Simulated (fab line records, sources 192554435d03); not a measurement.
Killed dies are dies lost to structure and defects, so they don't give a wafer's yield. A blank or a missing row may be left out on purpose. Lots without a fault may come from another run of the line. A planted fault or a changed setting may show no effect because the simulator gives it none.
A struck lot beside a sound one | flow n5_finfet | 15 steps out of a route of 1938
Sound: wafers L616.1, L616.2, L616.5. Struck: wafers L615.2, L615.4, L615.6. The cause comes at the end.
At each step with rows: each side's tool, then ch and its chambers, then its first start. Under that, the readings that differ: sound wafers | struck wafers | difference of the means | sigmas: that difference in standard deviations of wafers without a fault.
alike: readings whose means differ by less than 2 such deviations, and words and numbers that are the same on both sides. not compared: withheld readings, readings that some wafer has no value for, bounds like >300 that may hide the same value, and numbers for which the record gives no deviation and whose values overlap.
The two part at a step that has a row with sigmas, a row that says differs or no value, or rows on one side only. Numbers that don't overlap but have no deviation are shown without sigmas and don't part them. A reading that every wafer of one side lacks parts them only if that side has two wafers or more.

first, 8 steps without rows for these wafers: N5_WELL_APT_HMDS_18 (time 60 s); N5_WELL_APT_COAT_19 (resist thk 950 nm); N5_WELL_APT_EBR_21; N5_WELL_APT_SOFTBAKE_20 (time 60 s); N5_WELL_APT_EXPOSE_22 (exposes mask PWELL, defocus 0 nm, target cd 200 nm); N5_WELL_APT_PEB_23 (peb time 90 s); N5_WELL_APT_DEVELOP_24 (develop time 45 s); N5_WELL_APT_HARDBAKE_29 (time 120 s).
N5_WELL_APT_CD_MEAS_25: target cd 200 nm.
  sound on cd_sem-01 ch 0, day 4 21:01; struck on cd_sem-01 ch 0, day 4 14:58
  alike: cd_nm
N5_WELL_APT_OVL_MEAS_26:
  sound on overlay-01 ch 0, day 4 21:03; struck on overlay-02 ch 0, day 4 15:00
  alike: PWELL_OVL
N5_WELL_APT_INSPECT_27: inspects for defects (macro).
  sound on defect_inspect-02, day 4 21:04; struck on defect_inspect-02, day 4 15:02
  alike: raw_defect_count
N5_WELL_APT_DESCUM_30: chemistry O2, time 7.9 s.
  sound on rie_diel-04 ch 1,2, day 4 21:07; struck on rie_diel-04 ch 1,2, day 4 15:04
  alike: bias_power_w, drypump_motor_current_A, oes_product_au, rf_vpp_V, showerhead_plenum_p_Torr, throttle_valve_pct
  not compared: rf_hours_counter_h
N5_WELL_APT_IMPLANT_31:
  sound on implanter-01 ch 0, day 4 21:13; struck on implanter-02 ch 0, day 4 15:11
  reading            | sound                            | struck                         | difference  | sigmas
  dose_ions_cm2      | 1.5011e+13 1.4994e+13 1.4991e+13 | 1.7699e+13 1.7702e+13 1.77e+13 | +2.7017e+12 | +99 or more
  faraday_current_uA | 189 190 188                      | 230 215 228                    | +35         | +10
  alike: beam_on_s
then, 2 steps without rows for these wafers: N5_WELL_APT_IMPLANT_32; N5_PASSIVATION_PROBE_49.

WHERE THEY PART
Only at N5_WELL_APT_IMPLANT_31, within this record.

WHY: what the simulator had put in
Process parameter drift: implanter-02, from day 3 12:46 on, at N5_WELL_APT_IMPLANT_31. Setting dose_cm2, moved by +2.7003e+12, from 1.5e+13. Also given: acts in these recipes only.
